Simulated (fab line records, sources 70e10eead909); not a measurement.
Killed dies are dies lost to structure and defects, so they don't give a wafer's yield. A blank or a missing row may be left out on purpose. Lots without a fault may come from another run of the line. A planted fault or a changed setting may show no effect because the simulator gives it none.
Chamber matching | flow nand_harc | NHARC_P_M0_DESCUM_14 on rie_diel-09: 4 sister chambers
The step chemistry O2, time 3 s. 22 wafers are shown with their chamber, then 11 later ones without.

WAFERS WITH THEIR CHAMBER
wafer  | chamber | drypump_motor_current_A (A) | showerhead_plenum_p_Torr (Torr) | oes_product_au (a.u.)
L075.3 | 2       | 4.7                         | 1.82                            | 1.011
L075.4 | 1       | 6.0                         | 1.80                            | 0.990
L075.6 | 3       | 5.6                         | 1.78                            | 0.986
L077.1 | 0       | 5.2                         | 1.89                            | 1.002
L077.2 | 3       | 5.5                         | 1.78                            | 0.996
L077.3 | 1       | 6.0                         | 1.80                            | 1.000
L078.1 | 1       | 6.0                         | 1.80                            | 1.002
L078.2 | 0       | 5.2                         | 1.89                            | 0.990
L078.3 | 2       | 4.7                         | 1.82                            | 0.993
L079.2 | 3       | 5.6                         | 1.77                            | 1.010
L079.4 | 2       | 4.7                         | 1.82                            | 1.003
L079.5 | 1       | 6.0                         | 1.79                            | 0.999
L082.1 | 0       | 5.2                         | 1.88                            | 0.993
L082.2 | 3       | 5.6                         | 1.77                            | 0.993
L082.6 | 2       | 4.7                         | 1.81                            | 0.993
L085.3 | 3       | 5.6                         | 1.77                            | 0.998
L085.5 | 2       | 4.7                         | 1.81                            | 0.985
L085.6 | 3       | 5.6                         | 1.77                            | 0.982
L086.2 | 0       | 5.2                         | 1.88                            | 1.009
L086.3 | 2       | 4.7                         | 1.81                            | 1.001
L086.5 | 0       | 5.2                         | 1.88                            | 1.016
L089.1 | 2       | 4.7                         | 1.81                            | 1.004

SIGNATURES (means of the wafers above)
reading                  | chamber 0 | chamber 1 | chamber 2 | chamber 3 | scatter within a chamber
drypump_motor_current_A  | 5.200     | 6.000     | 4.700     | 5.583     | 0.0215
showerhead_plenum_p_Torr | 1.8840    | 1.7975    | 1.8143    | 1.7733    | 0.00527
oes_product_au           | 1.00200   | 0.99775   | 0.99857   | 0.99417   | 0.00911
Rule: a wafer's distance from a chamber is the root of the sum, over the readings, of the square of ((its reading less the chamber's mean) divided by the reading's scatter). The wafer belongs to the nearest chamber; if the next one is less than 2 further off, it can't be placed. The scatter: the root of (the sum of the squares of (reading less its chamber's mean) over the shown wafers, divided by (wafers less chambers)).

WAFERS WITHOUT THEIR CHAMBER
wafer  | drypump_motor_current_A (A) | showerhead_plenum_p_Torr (Torr) | oes_product_au (a.u.)
L089.5 | 5.2                         | 1.88                            | 1.003
L089.6 | 4.7                         | 1.81                            | 1.008
L090.2 | 4.7                         | 1.81                            | 0.991
L090.3 | 6.0                         | 1.79                            | 0.990
L090.6 | 6.0                         | 1.79                            | 0.993
L092.1 | 5.2                         | 1.88                            | 0.994
L092.3 | 4.7                         | 1.81                            | 0.995
L092.5 | 6.1                         | 1.79                            | 1.002
L095.3 | 5.6                         | 1.77                            | 1.003
L095.5 | 5.5                         | 1.77                            | 1.008
L095.6 | 4.7                         | 1.81                            | 1.000

WHICH CHAMBER EACH WENT THROUGH
wafer  | from the rows above | in truth
L089.5 | 0                   | 0
L089.6 | 2                   | 2
L090.2 | 2                   | 2
L090.3 | 1                   | 1
L090.6 | 1                   | 1
L092.1 | 0                   | 0
L092.3 | 2                   | 2
L092.5 | 1                   | 1
L095.3 | 3                   | 3
L095.5 | 3                   | 3
L095.6 | 2                   | 2
Placed correctly: 11 of 11. Can't be placed from these rows: 0. Placed wrongly: 0.
